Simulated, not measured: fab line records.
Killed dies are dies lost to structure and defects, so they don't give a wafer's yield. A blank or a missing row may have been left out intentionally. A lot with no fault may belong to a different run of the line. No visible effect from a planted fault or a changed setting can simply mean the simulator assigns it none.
fab line records	flow nand-harc	part 1 of 2: steps 1 to 25 of 41
record lots=5	wafers=15	last-day=29
route steps=1302 shown P_BONDPAD@359 A_START@389 A_ZERO_WELL@390
lots with no fault: from the same line, run without faults
start-h: hours from the record's first day to the start of the lot's first wafer shown	wait-h: hours from the lot's prior step to this one	" same as the row above	L1.1+2: several wafers, shown together as one row	- value missing, or start not given	* or withheld: withheld	< > ~ a bound
route shown NAME@n: names a module that has steps shown in the file, with the first one's number in the route	usual: mean/standard deviation of fault-free wafers	same: alike in all rows	chamber/n: place in a boat	sites: the reading at each site	_std_site: how widely they spread, as a standard deviation	_edge_site: the outer-site mean with the inner-site mean subtracted	radius-mm: for every site, how far away it sits from the centre of the wafer	mask NAME#n: copy n	behind: tool/chamber where the wafer was last shaped	hold: cause of the lot's hold/its duration in hours/its outcome	device: transistor that didn't switch, given as n, p or np	end of line: the route-end tests of the same wafers	a step given without rows: its recipe and nothing more	killed: the dies lost at the first sort to structure and to defects; this is not the yield of the wafer	map: dies across one wafer; x = killed, . = not, _ = none there
set.NAME: the run value of the setting; set.NAME@STEP: its run value at that earlier step	model.NAME: the simulator's own value behind a step, which no gauge read
lots seen at some steps along the route; tables by step, rows by wafer
services: when a tool's chamber went out of use (start-h, in hours from the record's first day, below 0 if earlier), for how many hours, and the reason
## steps
# step NHARC_P_BONDPAD_SOFTBAKE_04
# recipe temp-c=125	time-s=70
# same time-s=70
lot.wafer	tool	chamber	start-h	wait-h
L078.2+4+5	litho-track-03	0	-	-
L079.1+2+3	litho-track-03	0	-	-
L085.3+5+6	litho-track-03	0	-	-
L084.1+5+6	litho-track-02	0	-	-
L087.2+3+4	litho-track-02	0	-	-
# step NHARC_P_BONDPAD_EBR_05
lot.wafer	tool	chamber	start-h	wait-h
L078.2+4+5	litho-track-03	0	-	-
L079.1+2+3	litho-track-03	0	-	-
L085.3+5+6	litho-track-03	0	-	-
L084.1+5+6	litho-track-02	0	-	-
L087.2+3+4	litho-track-02	0	-	-
# step NHARC_P_BONDPAD_EXPOSE_06
# recipe na=0.55	dose-mj=37.06	mask-id=P_BPAD
lot.wafer	tool	chamber	start-h	wait-h	mask
L078.2+4+5	krf-scanner-03	0	171.24	-	P_BPAD#0
L079.1+2+3	krf-scanner-01	0	187.89	-	P_BPAD#0
L085.3+5+6	krf-scanner-03	0	245.00	-	P_BPAD#0
L084.1+5+6	krf-scanner-04	0	245.27	-	P_BPAD#0
L087.2+3+4	krf-scanner-01	0	261.97	-	P_BPAD#0
# step NHARC_P_BONDPAD_PEB_07
# recipe peb-temp-c=128	peb-time-s=80
lot.wafer	tool	chamber	start-h	wait-h
L078.2+4+5	litho-track-07	0	171.30	0.1
L079.1+2+3	litho-track-03	0	187.95	0.1
L085.3+5+6	litho-track-07	0	245.05	0.1
L084.1+5+6	litho-track-02	0	245.34	0.1
L087.2+3+4	litho-track-03	0	262.03	0.1
# step NHARC_P_BONDPAD_DEVELOP_08
# recipe time-s=50	dev-temp-c=22
# same time-s=50
lot.wafer	tool	chamber	start-h	wait-h
L078.2+4+5	litho-track-07	0	-	-
L079.1+2+3	litho-track-03	0	-	-
L085.3+5+6	litho-track-07	0	-	-
L084.1+5+6	litho-track-02	0	-	-
L087.2+3+4	litho-track-03	0	-	-
# step NHARC_P_BONDPAD_CD_MEAS_09
# recipe target-cd-nm=500	landing-energy-ev=500
# usual cd-nm=500.8/2
lot.wafer	tool	chamber	start-h	wait-h	cd-nm
L078.2	cd-sem-03	0	171.39	-	497.8
L078.4	"	0	"	"	499.8
L078.5	"	0	"	"	499.4
L079.1	cd-sem-02	0	188.04	-	502.3
L079.2	"	0	"	"	502.5
L079.3	"	0	"	"	501.1
L085.3	cd-sem-01	0	245.14	-	500.8
L085.5	"	0	"	"	499.2
L085.6	"	0	"	"	497.8
L084.1	cd-sem-01	0	245.43	-	503.6
L084.5	"	0	"	"	499.4
L084.6	"	0	"	"	502.6
L087.2	cd-sem-02	0	262.12	-	502.3
L087.3	"	0	"	"	501.4
L087.4	"	0	"	"	501.3
# step NHARC_P_BONDPAD_OVL_MEAS_38
# usual overlay-x-nm=0/4.5	overlay-y-nm=0/7.4
lot.wafer	tool	chamber	start-h	wait-h	overlay-x-nm	overlay-y-nm
L078.2	overlay-01	-	171.47	-	-1	6
L078.4	"	-	"	"	-1	6
L078.5	"	-	"	"	-1	6
L079.1	overlay-02	-	188.13	-	-7	-4
L079.2	"	-	"	"	-7	-4
L079.3	"	-	"	"	-7	-4
L085.3	overlay-02	-	245.23	-	-3	7
L085.5	"	-	"	"	-4	8
L085.6	"	-	"	"	-3	7
L084.1	overlay-02	-	245.51	-	2	-3
L084.5	"	-	"	"	2	-3
L084.6	"	-	"	"	2	-3
L087.2	overlay-01	-	262.20	-	3	13
L087.3	"	-	"	"	2	13
L087.4	"	-	"	"	3	13
# step NHARC_P_BONDPAD_HARDBAKE_10
# recipe temp-c=118	time-s=65
# same time-s=65
lot.wafer	tool	chamber	start-h	wait-h
L078.2+4+5	litho-track-02	0	171.52	0.0
L079.1+2+3	litho-track-07	0	188.18	0.0
L085.3+5+6	litho-track-07	0	245.28	0.1
L084.1+5+6	litho-track-07	0	245.56	0.0
L087.2+3+4	litho-track-03	0	262.25	0.0
# step NHARC_P_BONDPAD_DESCUM_11
# recipe time-s=3	o2-flow-sccm=200	ar-flow-sccm=0	bias-power-w=0	chemistry=O2
# usual drypump-motor-current-A=5.7/0.38	oes-product-au=0.997/0.012	rf-vpp-V=58.1/0.92	showerhead-plenum-p-Torr=1.96/0.075	throttle-valve-pct=11.312/0.0099
# same time-s=3
lot.wafer	tool	chamber	start-h	wait-h	drypump-motor-current-A	oes-product-au	rf-hours-counter-h	rf-vpp-V	showerhead-plenum-p-Torr	throttle-valve-pct
L078.2	rie-diel-02	0	171.60	-	5.0	0.990	3.8	60.0	1.96	11.323
L078.4	"	2	"	"	5.6	1.002	3.3	60.0	2.04	11.317
L078.5	"	0	"	"	5.0	0.999	-	56.6	1.96	11.314
L079.3	rie-diel-04	1	188.25	-	5.9	0.994	0	58.9	2.02	11.306
L079.1	"	2	"	"	5.4	0.989	0	57.3	1.89	11.337
L079.2	"	3	"	"	6.1	1.003	0	56.3	1.98	11.304
L085.3	rie-diel-13	2	245.37	-	5.6	0.993	3.8	57.4	2.03	11.307
L085.5	"	0	"	"	5.8	0.976	-	57.8	1.79	11.321
L085.6	"	1	"	"	5.3	0.986	-	57.8	1.99	11.303
L084.1	rie-diel-02	3	245.65	-	6.2	1.009	0.8	57.5	1.94	11.290
L084.6	"	2	"	"	5.6	1.000	-	59.2	2.04	11.313
L084.5	"	3	"	"	6.2	1.008	-	58.4	1.94	11.324
L087.2	rie-diel-02	1	262.33	-	5.7	0.995	1.4	57.6	1.91	11.315
L087.3	"	2	"	"	5.6	0.997	1.3	56.6	2.04	11.293
L087.4	"	0	"	"	5.0	1.017	1.2	57.0	1.96	11.319
# step NHARC_P_BONDPAD_ETCH_37
# recipe target-depth-a=600	overetch-a=180	time-s=65.91	ion-energy-ev=200	n2-flow-sccm=150	h2-flow-sccm=150	ar-flow-sccm=0	rf-w=400	bias-w=150	chemistry=N2/H2
# usual drypump-motor-current-A=5.7/0.38	oes-product-au=0.997/0.01	rf-vpp-V=431.7/2.4	showerhead-plenum-p-Torr=2.09/0.084	throttle-valve-pct=14.172/0.0088
# same time-s=65.91
lot.wafer	tool	chamber	start-h	wait-h	drypump-motor-current-A	oes-product-au	rf-hours-counter-h	rf-vpp-V	showerhead-plenum-p-Torr	throttle-valve-pct
L078.2	rie-diel-02	0	171.68	0.1	5.0	0.990	3.8	430.8	2.09	14.160
L078.4	"	2	"	"	5.6	1.002	3.3	433.8	2.18	14.182
L078.5	"	1	"	"	5.8	1.012	-	430.9	2.04	14.189
L079.2	rie-diel-04	0	188.34	0.1	6.2	1.007	0.0	430.2	2.06	14.171
L079.1	"	2	"	"	5.3	0.999	0.0	430.1	2.01	14.160
L079.3	"	3	"	"	6.1	1.011	0.0	430.4	2.11	14.176
L085.3	rie-diel-13	0	245.45	0.1	5.8	0.979	4.4	426.5	1.90	14.170
L085.6	"	2	"	"	5.6	0.992	-	434.9	2.17	14.162
L085.5	"	3	"	"	6.0	0.987	-	434.5	2.18	14.176
L084.1	rie-diel-02	1	245.74	0.1	5.7	1.007	1.0	430.3	2.04	14.175
L084.6	"	3	"	"	6.2	1.007	-	431.8	2.07	14.177
L084.5	"	0	"	"	5.0	1.015	-	431.2	2.09	14.171
L087.3	rie-diel-02	3	262.41	0.1	6.2	1.001	1.1	431.4	2.07	14.190
L087.2	"	0	"	"	5.0	1.002	1.2	431.1	2.09	14.187
L087.4	"	2	"	"	5.6	0.996	1.3	434.4	2.18	14.171
# step NHARC_P_BONDPAD_ETCH_12
# recipe target-depth-a=2000	time-s=100	chf3-flow-sccm=50	o2-flow-sccm=10	ar-flow-sccm=200	rf-w=500	bias-w=200	chemistry=CHF3/O2
# usual drypump-motor-current-A=5.7/0.37	oes-product-au=0.942/0.022	rf-vpp-V=371.9/2.2	showerhead-plenum-p-Torr=2.46/0.09	throttle-valve-pct=20.572/0.0092
# same time-s=100
lot.wafer	tool	chamber	start-h	wait-h	drypump-motor-current-A	oes-product-au	rf-hours-counter-h	rf-vpp-V	showerhead-plenum-p-Torr	throttle-valve-pct
L078.4	rie-diel-02	1	-	-	5.7	0.936	3.5	369.8	2.40	20.578
L078.2	"	3	"	"	6.2	0.921	3.9	370.4	2.43	20.576
L078.5	"	2	"	"	5.6	0.922	-	374.1	2.56	20.562
L079.2	rie-diel-04	1	-	-	5.8	0.955	0.1	374.1	2.53	20.573
L079.1	"	2	"	"	5.4	0.947	0.0	370.1	2.37	20.570
L079.3	"	0	"	"	6.2	0.988	0.0	372.4	2.43	20.575
L085.3	rie-diel-13	1	-	-	5.3	0.949	4.1	372.3	2.49	20.573
L085.6	"	2	"	"	5.5	0.965	-	372.8	2.54	20.567
L085.5	"	3	"	"	6.1	0.977	-	372.5	2.56	20.576
L084.1	rie-diel-02	0	-	-	5.0	0.926	0.8	372.0	2.45	20.570
L084.6	"	1	"	"	5.8	0.916	-	372.1	2.40	20.562
L084.5	"	2	"	"	5.6	0.922	-	373.7	2.56	20.567
L087.2	rie-diel-02	3	-	-	6.2	0.981	1.1	371.5	2.43	20.571
L087.4	"	1	"	"	5.8	0.953	1.5	370.7	2.40	20.583
L087.3	"	2	"	"	5.6	0.944	1.4	373.4	2.56	20.566
# step NHARC_P_BONDPAD_CD_MEAS_13
# usual cd-nm=500.0/2
lot.wafer	tool	chamber	start-h	wait-h	cd-nm
L078.2	cd-sem-03	-	171.92	-	495.9
L078.4	"	-	"	"	498.1
L078.5	"	-	"	"	499.8
L079.1	cd-sem-01	-	188.57	-	501.5
L079.2	"	-	"	"	501.6
L079.3	"	-	"	"	502.3
L085.3	cd-sem-02	-	245.67	-	500.0
L085.5	"	-	"	"	498.9
L085.6	"	-	"	"	497.4
L084.1	cd-sem-01	-	245.95	-	502.8
L084.5	"	-	"	"	497.8
L084.6	"	-	"	"	502.4
L087.2	cd-sem-03	-	262.64	-	501.1
L087.3	"	-	"	"	500.7
L087.4	"	-	"	"	500.7
# step NHARC_P_BONDPAD_STRIP_15
# recipe o2-flow-sccm=500	ar-flow-sccm=0	bias-w=0	chemistry=O2
# usual drypump-motor-current-A=5.7/0.38	oes-product-au=0.998/0.011	rf-vpp-V=58.1/1	showerhead-plenum-p-Torr=3.60/0.12	throttle-valve-pct=17.037/0.0086
lot.wafer	tool	chamber	start-h	wait-h	drypump-motor-current-A	oes-product-au	rf-hours-counter-h	rf-vpp-V	showerhead-plenum-p-Torr	throttle-valve-pct
L078.2	rie-diel-04	2	172.03	0.1	5.3	0.989	8	57.2	3.49	17.051
L078.4	"	3	"	"	6.1	1.004	-	57.4	3.64	17.025
L078.5	"	2	"	"	5.4	0.990	-	56.9	3.49	17.040
L079.3	rie-diel-04	2	188.64	0.1	5.3	0.981	0	56.6	3.49	17.034
L079.1	"	3	"	"	6.1	1.008	0	59.0	3.64	17.034
L079.2	"	0	"	"	6.2	1.011	0	59.2	3.56	17.046
L085.3	rie-diel-13	0	245.77	0.1	5.8	0.994	4	57.4	3.31	17.044
L085.6	"	2	"	"	5.5	0.985	-	58.4	3.73	17.027
L085.5	"	3	"	"	6.1	0.993	-	59.8	3.75	17.052
L084.1	rie-diel-02	1	246.04	0.1	5.7	0.988	1	59.0	3.53	17.043
L084.6	"	0	"	"	5.0	1.006	-	56.2	3.60	17.034
L084.5	"	1	"	"	5.8	0.994	-	59.3	3.53	17.048
L087.3	rie-diel-13	3	262.72	0.1	6.1	0.992	4	57.4	3.75	17.034
L087.4	"	1	"	"	5.3	0.982	5	57.0	3.65	17.031
L087.2	"	2	"	"	5.6	0.992	5	59.4	3.73	17.034
# step NHARC_P_BONDPAD_ETCH_24
# recipe target-depth-a=300	over-etch-frac=0.3	time-s=72.99	ion-energy-ev=150	cf4-flow-sccm=50	n2-flow-sccm=100	ar-flow-sccm=150	rf-w=300	bias-w=100	chemistry=CF4/N2
# usual drypump-motor-current-A=5.7/0.37	oes-product-au=0.996/0.011	rf-vpp-V=315.1/1.8	showerhead-plenum-p-Torr=2.69/0.09	throttle-valve-pct=19.795/0.0079
# same time-s=72.99
lot.wafer	tool	chamber	start-h	wait-h	drypump-motor-current-A	oes-product-au	rf-hours-counter-h	rf-vpp-V	showerhead-plenum-p-Torr	throttle-valve-pct
L078.2	rie-diel-04	3	172.18	0.1	6.1	1.005	8	315.9	2.71	19.797
L078.4	"	2	"	"	5.4	0.990	-	312.8	2.59	19.801
L078.5	"	3	"	"	6.1	1.014	-	316.6	2.71	19.796
L079.1	rie-diel-04	0	-	-	6.2	1.003	0	313.3	2.65	19.778
L079.3	"	1	"	"	5.8	0.996	0	316.9	2.77	19.799
L079.2	"	2	"	"	5.3	0.981	0	314.1	2.59	19.799
L085.3	rie-diel-13	1	-	-	5.3	0.992	4	316.7	2.72	19.797
L085.6	"	3	"	"	6.1	0.981	-	318.4	2.79	19.788
L085.5	"	0	"	"	5.8	0.977	-	312.1	2.46	19.798
L084.1	rie-diel-02	1	-	-	5.7	0.992	1	314.2	2.63	19.778
L084.6	"	0	"	"	5.0	1.003	-	313.9	2.68	19.791
L084.5	"	1	"	"	5.8	0.989	-	313.9	2.63	19.804
L087.2	rie-diel-13	1	-	-	5.3	0.976	5	315.3	2.72	19.799
L087.4	"	2	"	"	5.5	0.985	5	315.5	2.78	19.789
L087.3	"	3	"	"	6.1	0.982	4	317.4	2.79	19.782
# step NHARC_P_BONDPAD_STRIP_16
# recipe time-s=600	temp-c=30	chemistry=post-etch-residue-remover
# same time-s=600
lot.wafer	tool	chamber	start-h	wait-h
L078.4+5+2	wet-bench-08	5,6,2	172.31	-
L079.1+2+3	wet-bench-08	7,1,3	188.92	-
L085.5+3+6	wet-bench-08	3,4,7	246.01	-
L084.1+6+5	wet-bench-08	6,7,0	246.31	-
L087.4+2+3	wet-bench-08	4,5,0	263.00	-
# step NHARC_P_BONDPAD_DEGAS_25
# recipe temp-c=300	time-s=60
# usual heater-power-w=447/56
# same time-s=60
lot.wafer	tool	chamber	start-h	wait-h	heater-power-w
L078.4	pvd-sputter-02	-	172.58	-	380
L078.2	"	-	"	"	350
L078.5	"	-	"	"	383
L079.2	pvd-sputter-01	-	189.19	-	396
L079.3	"	-	"	"	451
L079.1	"	-	"	"	493
L085.3	pvd-sputter-02	-	246.29	-	396
L085.5	"	-	"	"	377
L085.6	"	-	"	"	399
L084.1	pvd-sputter-03	-	246.58	-	555
L084.6	"	-	"	"	541
L084.5	"	-	"	"	511
L087.2	pvd-sputter-03	-	263.26	-	459
L087.3	"	-	"	"	497
L087.4	"	-	"	"	465
# step NHARC_P_BONDPAD_PRE_CLEAN_26
# recipe time-s=30	temp-c=280	gas=H2/He
# usual heater-power-w=392/50
# same time-s=30
lot.wafer	tool	chamber	start-h	wait-h	heater-power-w
L078.4	pvd-sputter-02	-	-	-	326
L078.2	"	-	"	"	353
L078.5	"	-	"	"	415
L079.2	pvd-sputter-01	-	-	-	432
L079.3	"	-	"	"	360
L079.1	"	-	"	"	402
L085.3	pvd-sputter-02	-	-	-	320
L085.6	"	-	"	"	327
L085.5	"	-	"	"	349
L084.1	pvd-sputter-03	-	-	-	416
L084.6	"	-	"	"	485
L084.5	"	-	"	"	437
L087.2	pvd-sputter-03	-	-	-	406
L087.4	"	-	"	"	448
L087.3	"	-	"	"	427
# step NHARC_P_BONDPAD_PVD_17
# recipe target-thk-a=50	bias-v=168.6	power-w=15000	chamber-pressure-pa=0.12	time-s=8.06	substrate-temp-c=50	material=TaN
# usual substrate-temp-c=49.98/0.1	throttle-valve-pct=30.0/0.74
# same time-s=8.06
lot.wafer	tool	chamber	start-h	wait-h	substrate-temp-c	throttle-valve-pct
L078.2	pvd-sputter-02	-	-	-	49.81	30.6
L078.4	"	-	"	"	49.94	30.6
L078.5	"	-	"	"	49.97	30.8
L079.1	pvd-sputter-01	-	-	-	49.95	30.6
L079.2	"	-	"	"	50.12	30.0
L079.3	"	-	"	"	49.87	28.3
L085.3	pvd-sputter-02	-	-	-	49.99	30.7
L085.6	"	-	"	"	50.06	30.4
L085.5	"	-	"	"	49.91	30.3
L084.1	pvd-sputter-03	-	-	-	49.90	29.7
L084.5	"	-	"	"	49.98	29.6
L084.6	"	-	"	"	49.84	28.8
L087.2	pvd-sputter-03	-	-	-	49.88	28.9
L087.3	"	-	"	"	49.95	30.6
L087.4	"	-	"	"	49.96	29.5
# step NHARC_P_BONDPAD_PVD_27
# recipe target-thk-a=300	chamber-pressure-pa=5	power-w=5000	substrate-temp-c=30	time-s=20.49	material=Cu
# usual substrate-temp-c=29.99/0.12	throttle-valve-pct=30.0/0.73
# same time-s=20.49
lot.wafer	tool	chamber	start-h	wait-h	substrate-temp-c	throttle-valve-pct
L078.2	pvd-sputter-02	-	-	-	30.12	30.4
L078.4	"	-	"	"	30.01	30.5
L078.5	"	-	"	"	30.14	30.1
L079.1	pvd-sputter-01	-	-	-	30.06	30.7
L079.2	"	-	"	"	29.81	30.3
L079.3	"	-	"	"	29.97	28.8
L085.3	pvd-sputter-02	-	-	-	29.97	29.9
L085.5	"	-	"	"	30.03	30.8
L085.6	"	-	"	"	29.93	30.5
L084.1	pvd-sputter-03	-	-	-	30.03	30.9
L084.6	"	-	"	"	29.91	30.7
L084.5	"	-	"	"	29.94	29.7
L087.2	pvd-sputter-03	-	-	-	29.98	28.8
L087.3	"	-	"	"	30.11	30.8
L087.4	"	-	"	"	29.77	29.5
# step NHARC_P_BONDPAD_ECD_18
# recipe target-thk-a=4000	bath-temp-c=25	material=Cu
lot.wafer	tool	chamber	start-h	wait-h
L078.2+4+5	ecd-cu-01	1,0,0	172.94	-
L079.1+2+3	ecd-cu-02	0,1,1	189.55	-
L085.3+6+5	ecd-cu-01	1,0,1	247.31	-
L084.1+5+6	ecd-cu-01	0,0,1	247.46	-
L087.2+4+3	ecd-cu-02	1,1,0	263.63	-
# step NHARC_P_BONDPAD_ANNEAL_28
# recipe temp-c=225	time-s=90
# usual wafer_temp_C_max=226.7/0.35
# same time-s=90
lot.wafer	tool	chamber	start-h	wait-h	wafer_temp_C_max
L078.2	rtp-anneal-01	0	173.37	0.4	226.9
L078.4	"	0	"	"	226.6
L078.5	"	0	"	"	227.5
L079.1	rtp-anneal-01	0	189.93	-	226.7
L079.2	"	0	"	"	226.5
L079.3	"	0	"	"	226.3
L085.3	rtp-anneal-01	0	247.64	0.3	226.9
L085.5	"	0	"	"	226.3
L085.6	"	0	"	"	227.0
L084.1	rtp-anneal-02	0	247.84	0.3	226.8
L084.5	"	0	"	"	226.8
L084.6	"	0	"	"	226.8
L087.2	rtp-anneal-02	0	264.06	0.4	226.9
L087.3	"	0	"	"	226.0
L087.4	"	0	"	"	226.5
# step NHARC_P_BONDPAD_CMP_19
# recipe t-overpolish-s=30	cu-recess-touch-s=16	target-thk-nm=160.81
# usual motor-current-A=12.1/0.81	overpolish-run-s=30.001/0.0094
lot.wafer	tool	chamber	start-h	wait-h	motor-current-A	overpolish-run-s
L078.4	cmp-03	1	173.70	-	13.1	29.996
L078.2	"	2	"	"	11.5	30.003
L078.5	"	0	"	"	13.1	29.997
L079.1	cmp-01	3	190.58	-	12.6	30.011
L079.2	"	1	"	"	11.6	29.996
L079.3	"	2	"	"	12.1	29.991
L085.3	cmp-04	2	247.94	-	12.4	30.005
L085.6	"	0	"	"	11.3	30.003
L085.5	"	1	"	"	11.5	30.007
L084.1	cmp-03	1	248.27	-	12.1	30.011
L084.5	"	3	"	"	11.2	30.007
L084.6	"	0	"	"	12.8	30.009
L087.4	cmp-04	1	264.38	-	10.7	30.003
L087.2	"	2	"	"	11.9	30.004
L087.3	"	3	"	"	11.4	30.010
# step NHARC_P_BONDPAD_THK_MEAS_20
# recipe thk-meas-gauge=xrf
# usual thk-nm=161.1/1.3
lot.wafer	tool	chamber	start-h	wait-h	thk-nm
L078.2	film-metro-01	-	173.99	-	160.5
L078.4	"	-	"	"	161.8
L078.5	"	-	"	"	163.3
L079.1	film-metro-01	-	190.90	-	160.6
L079.2	"	-	"	"	158.7
L079.3	"	-	"	"	160.5
L085.3	film-metro-02	-	248.21	-	160.9
L085.5	"	-	"	"	164.3
L085.6	"	-	"	"	160.4
L084.1	film-metro-01	-	248.54	-	162.1
L084.5	"	-	"	"	160.6
L084.6	"	-	"	"	164.1
L087.2	film-metro-01	-	264.67	-	160.1
L087.3	"	-	"	"	160.8
L087.4	"	-	"	"	158.8
# step NHARC_P_BONDPAD_SRD_21
# recipe time-s=30	temp-c=23	dry-time-s=20	spin-rpm=1500
# same time-s=30
lot.wafer	tool	chamber	start-h	wait-h
L078.2+4+5	wet-bench-08	5,6,1	174.03	0.0
L079.3+2+1	wet-bench-08	3,4,6	190.95	0.0
L085.5+3+6	wet-bench-08	5,6,7	248.26	0.1
L084.1+5+6	wet-bench-08	3,4,5	248.58	0.0
L087.2+3+4	wet-bench-10	0,2,3	264.71	0.0
# step NHARC_P_BONDPAD_INSPECT_23
# usual raw-defect-count=308/110
lot.wafer	tool	chamber	start-h	wait-h	raw-defect-count
L078.2	defect-inspect-02	-	174.21	0.0	250
L078.4	"	-	"	"	244
L078.5	"	-	"	"	310
L079.1	defect-inspect-01	-	191.12	0.0	322
L079.2	"	-	"	"	546
L079.3	"	-	"	"	320
L085.3	defect-inspect-02	-	248.43	0.0	229
L085.5	"	-	"	"	395
L085.6	"	-	"	"	329
L084.1	defect-inspect-01	-	248.76	0.0	295
L084.5	"	-	"	"	418
L084.6	"	-	"	"	307
L087.2	defect-inspect-01	-	264.90	0.0	573
L087.3	"	-	"	"	358
L087.4	"	-	"	"	325
